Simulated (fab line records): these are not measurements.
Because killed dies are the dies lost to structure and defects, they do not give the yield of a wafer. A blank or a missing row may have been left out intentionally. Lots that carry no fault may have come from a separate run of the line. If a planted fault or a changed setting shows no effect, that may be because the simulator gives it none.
What tool caused it? || flow n5_finfet || 11 lots, 31 wafers sampled, at 2 steps of a route of 1938

== WHAT THE GAUGES SHOWED, per wafer ==
N5_BEOL_M8_INSPECT_58: inspects for defects (darkfield).
{"lot": "L476", "measured": "day 9 06:01", "on": "defect_inspect-02", "raw_defect_count": "84 47"}
{"lot": "L479", "measured": "day 9 23:07", "on": "defect_inspect-02", "raw_defect_count": "53 72 52"}
{"lot": "L480", "measured": "day 10 12:43", "on": "defect_inspect-01", "raw_defect_count": "49 47 88"}
{"lot": "L481", "measured": "day 10 15:30", "on": "defect_inspect-02", "raw_defect_count": "877 831 896"}
{"lot": "L482", "measured": "day 11 00:11", "on": "defect_inspect-02", "raw_defect_count": "862 901 857"}
{"lot": "L483", "measured": "day 11 12:02", "on": "defect_inspect-01", "raw_defect_count": "886 835 848"}
{"lot": "L491", "measured": "day 12 23:59", "on": "defect_inspect-02", "raw_defect_count": "38 61 52"}
{"lot": "L494", "measured": "day 14 06:57", "on": "defect_inspect-01", "raw_defect_count": "45 55 61"}
{"lot": "L499", "measured": "day 15 06:55", "on": "defect_inspect-01", "raw_defect_count": "59 69"}
{"lot": "L497", "measured": "day 15 20:50", "on": "defect_inspect-01", "raw_defect_count": "102 86 76"}
{"lot": "L498", "measured": "day 15 22:11", "on": "defect_inspect-01", "raw_defect_count": "74 77 69"}

== EACH LOT AND THE TOOL THAT RAN IT (in order: tool; ch and the chambers of the sampled wafers; start) ==
{"lot": "L476", "N5_BEOL_M8_CMP_52": "cmp-01 ch 2,3, day 9 05:41"}
{"lot": "L479", "N5_BEOL_M8_CMP_52": "cmp-03 ch 0,2,3, day 9 22:44"}
{"lot": "L480", "N5_BEOL_M8_CMP_52": "cmp-03 ch 1,3, day 10 12:19"}
{"lot": "L481", "N5_BEOL_M8_CMP_52": "cmp-03 ch 0,1, day 10 15:03"}
{"lot": "L482", "N5_BEOL_M8_CMP_52": "cmp-03 ch 1,2,3, day 10 23:44"}
{"lot": "L483", "N5_BEOL_M8_CMP_52": "cmp-03 ch 0,1,3, day 11 11:42"}
{"lot": "L491", "N5_BEOL_M8_CMP_52": "cmp-01 ch 2,3, day 12 23:32"}
{"lot": "L494", "N5_BEOL_M8_CMP_52": "cmp-03 ch 0,1,2, day 14 06:30"}
{"lot": "L499", "N5_BEOL_M8_CMP_52": "cmp-03 ch 0,3, day 15 06:32"}
{"lot": "L497", "N5_BEOL_M8_CMP_52": "cmp-03 ch 0,1, day 15 20:25"}
{"lot": "L498", "N5_BEOL_M8_CMP_52": "cmp-03 ch 1,2, day 15 21:47"}
- N5_BEOL_M8_CMP_52: polishes, stops on SiCOH lowk, t overpolish 6.9 s, target thk 80 nm.

== THE ANSWER, worked out from the rows above alone ==
Rule: the lots themselves supply what counts as usual. Put in order of their means at a reading, lots are off if they are a third of the lots or fewer, leave a main group of 4 or more, and stand apart from it by a gap of 3 or more times the standard deviation of the main group's means; of several such gaps the widest counts. A main group is skipped when, at the precision printed for the reading in the tables above, its means are all equal. A lot without any number at a reading at which 4 lots or more have one is off too. Where the step has rows for the other lots, those lots are counted as sound.
Off, at N5_BEOL_M8_INSPECT_58 on raw_defect_count: L481, L482, L483. The main group: mean 64, standard deviation 11.
A tool fits if, at a process step before that reading, it ran every lot that is off, and no sound lot after the first of them. Those tools and the gauges at N5_BEOL_M8_INSPECT_58 are tried in the same way. No candidate that was tried fits.

== WHAT HAD BEEN PUT IN BY THE SIMULATOR ==
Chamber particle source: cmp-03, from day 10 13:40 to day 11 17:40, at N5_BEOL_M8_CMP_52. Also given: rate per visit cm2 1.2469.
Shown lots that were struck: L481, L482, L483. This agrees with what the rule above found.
